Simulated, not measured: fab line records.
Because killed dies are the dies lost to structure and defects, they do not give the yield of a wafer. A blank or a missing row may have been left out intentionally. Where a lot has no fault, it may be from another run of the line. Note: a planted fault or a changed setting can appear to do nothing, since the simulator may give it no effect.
Problem report, 8D (eight disciplines) form, completed by code ; flow n5-finfet ; the parts of the form that need people (team, actions taken, sign-off) are left out

## 1. THE ISSUE
head-pressure-psi at N5_GATE_CUT_CMP_23 reads a mean of 2.195 psi on 2 wafers of 2 lots; wafers without a fault read 2.500 psi with a standard deviation of 0.0057. Measured from the usual mean, that is -54 standard deviations.
The step: polishes, stops on SiO2, t overpolish 23.4 s, target thk 16 nm.
First observed at day 7 02:07: wafer L940.2, on cmp-03. The record has a number at this step for 30 wafers belonging to 10 lots. The rule behind "out" and "out of limits": a value lying over 4 standard deviations away from the usual mean. The rest of the wafers with a number are treated as sound.

## 2. WHAT IT IS; WHAT IT IS NOT
question;is;is not
which readings at this step;head-pressure-psi;motor-current-A, overpolish-run-s, time-to-endpoint-s
which lots;L940, L941;L932, L934, L936, L939, L946, L949, L951, L953
which wafers of those lots;L940.2, L941.4;L940.4, L940.5, L941.2, L941.3
read on which tools;cmp-03;cmp-01, cmp-02
when;from day 7 02:07;"up to then (14 sound wafers); but 14 sound wafers of L941, L946, L949, L951, L953 came after"

## 3. SUSPECTS, AND WHAT RULES EACH OUT
Counting: a tool at a process step up to the reading stays a suspect if it ran every lot that is out. Sound lots after the first of them don't rule it out here, since some wafers of a struck lot are sound.
- rie-metal-01 at N5_GATE_CUT_VAPOR_ETCH_48 (etches TiN in BCl3/Cl2): kept. Ran every lot that is out, first one L940 (day 7 00:11); last sound lot up to then L934 (day 5 12:25).
- rie-metal-01 at N5_GATE_CUT_VAPOR_ETCH_49 (etches TiAlC in BCl3/Cl2): kept. Ran every lot that is out, first one L940 (day 7 00:13); last sound lot up to then L934 (day 5 12:26).
- cmp-03 at N5_GATE_CUT_CMP_23 (polishes, stops on SiO2, t overpolish 23.4 s, target thk 16 nm): kept. Ran every lot that is out, first one L940 (day 7 02:07); last sound lot up to then L936 (day 6 03:25). Its own head-pressure-psi readings are out on those wafers.
- Within cmp-03 at N5_GATE_CUT_CMP_23: the wafers that are out ran in chamber 0; their sound lot-mates ran in chambers 1, 2, 3.
Still standing after the count: rie-metal-01 at N5_GATE_CUT_VAPOR_ETCH_48, rie-metal-01 at N5_GATE_CUT_VAPOR_ETCH_49, cmp-03 at N5_GATE_CUT_CMP_23.

## 4. THE CAUSE (what the simulator had put in)
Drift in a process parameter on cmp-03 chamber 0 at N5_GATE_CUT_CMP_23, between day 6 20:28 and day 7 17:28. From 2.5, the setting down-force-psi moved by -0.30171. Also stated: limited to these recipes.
3 suspects survive the count, and this tool is in that group.

## 5. SEQUENCE OF EFFECTS, ordered by route
Rows list readings where the struck wafers' mean (over those with a number) sits beyond 3 standard deviations from the usual. Readings are gone through only where the record gives a usual standard deviation; hours: the median, over the lots, of the time from a lot's start at the first step in this table giving one to that lot's start at this step; sigmas: the change measured in usual standard deviations.
hours;step;reading;usual;on struck wafers;change;sigmas
0;N5_GATE_CUT_CMP_23;head-pressure-psi;2.500 psi;2.195;-0.305;-54
Its process steps:
- N5_GATE_CUT_CMP_23: polishes, stops on SiO2, t overpolish 23.4 s, target thk 16 nm.
At these later measuring or inspecting steps, every struck wafer for which the step has a row has a number for every such reading, and none has moved that far: N5_BEOL_M4_RC_MEAS_101.

## 6. HOW IT WOULD HAVE BEEN CAUGHT EARLIER
6 hours passed between the start of the fault at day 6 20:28 and the first reading out of limits in this record, taken at day 7 02:07.
